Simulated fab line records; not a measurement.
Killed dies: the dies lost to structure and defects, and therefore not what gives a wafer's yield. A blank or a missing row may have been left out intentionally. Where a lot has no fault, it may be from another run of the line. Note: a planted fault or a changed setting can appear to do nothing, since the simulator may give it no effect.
Problem report, 8D (eight disciplines) form, completed by code | flow n5-finfet | the parts of the form that need people (team, actions taken, sign-off) are left out

== 1. THE PROBLEM ==
Mean M13_ILD_THK at N5_BEOL_M13_THK_MEAS_01: 975 nm over 3 wafers in 3 lots; fault-free wafers: 839 nm, standard deviation 11. Measured from the usual mean, that is +12 standard deviations.
The first sign was on wafer L923.5 at day 16 12:55, on film-metro-01. Wafers with a number at this step in the record: 29, from 10 lots. The rule behind "out" and "out of limits": a value lying over 4 standard deviations away from the usual mean. Any other wafer with a number is counted as sound.

== 2. WHAT IT IS AND WHAT IT IS NOT ==
question                    | is                           | is not
which readings at this step | M13_ILD_THK                  | -
which lots                  | L923, L928, L931             | L917, L919, L920, L922, L933, L934, L939
which wafers of those lots  | L923.5, L928.5, L931.5       | L923.1, L923.6, L928.1, L928.4, L931.1
read on which gauges        | film-metro-01, film-metro-02 | -
when                        | from day 16 12:55            | up to then (14 sound wafers); but 12 sound wafers of L928, L931, L933, L934, L939 came after

== 3. SUSPECTS, AND WHAT RULES EACH OUT ==
Counting: if a tool at a process step up to the reading ran every lot that is out, it stays a suspect. Sound lots after the first of them don't rule it out here, since some wafers of a struck lot are sound.
- ruled out: the gauge at N5_BEOL_M13_THK_MEAS_01. The wafers that are out were read on 2 gauges (film-metro-01, film-metro-02).
- pecvd-04 at N5_BEOL_M13_ILD_DEP_00 (deposits SiOC from DEMS/O2, target thk 837.92 nm, time 166.4 s): kept. Ran every lot that is out, first one L923 (day 16 12:43); last sound lot up to then L920 (day 14 15:30). Its own run-length-s readings are out on those wafers.
The count leaves pecvd-04 at N5_BEOL_M13_ILD_DEP_00.

== 4. THE CAUSE (what the simulator had put in) ==
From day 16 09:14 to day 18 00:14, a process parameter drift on pecvd-04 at N5_BEOL_M13_ILD_DEP_00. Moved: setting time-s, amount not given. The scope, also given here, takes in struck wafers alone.
Counting left only this tool.

== 5. THE EFFECT CHAIN, in route order ==
Each row: a reading where the mean over the struck wafers with a number is more than 3 standard deviations away from the usual. Scope: only readings with a usual standard deviation given in the record; hours: median across lots of the time from each lot's start at the first step in this table that gives one to its start at this step; sigmas: change in usual standard deviations.
hours | step                    | reading                  | usual      | on struck wafers | change | sigmas
0     | N5_BEOL_M13_ILD_DEP_00  | run-length-s             | 211.1 s    | 235.9            | +24.8  | +38
0     | N5_BEOL_M13_THK_MEAS_01 | M13_ILD_THK              | 839 nm     | 975              | +136   | +12
1     | N5_BEOL_M13_STRIP_63    | oes-product-au           | 0.673 a.u. | 0.642            | -0.031 | -6.7
1     | N5_BEOL_M13_STRIP_63    | strip-time-to-endpoint-s | 27.5 s     | 15.3             | -12.2  | -11
Here are the process steps it includes:
- N5_BEOL_M13_ILD_DEP_00: deposits SiOC from DEMS/O2, target thk 837.92 nm, time 166.4 s.
- N5_BEOL_M13_STRIP_63: strips in N2/H2.

== 6. HOW IT WOULD HAVE BEEN CAUGHT EARLIER ==
The first out-of-limits reading at a measuring or inspecting step in this record came at day 16 12:55, 4 hours after the fault's start at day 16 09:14.
At N5_BEOL_M13_ILD_DEP_00, the tool's own readings (run-length-s) were out on each struck wafer the step has a row for, so an alarm limit on them would have fired on the first such wafer.
Of the lots that are out (3), L928, L931 began N5_BEOL_M13_ILD_DEP_00 on pecvd-04 after day 16 12:55. A hold on the tool at that time would have spared those 2.
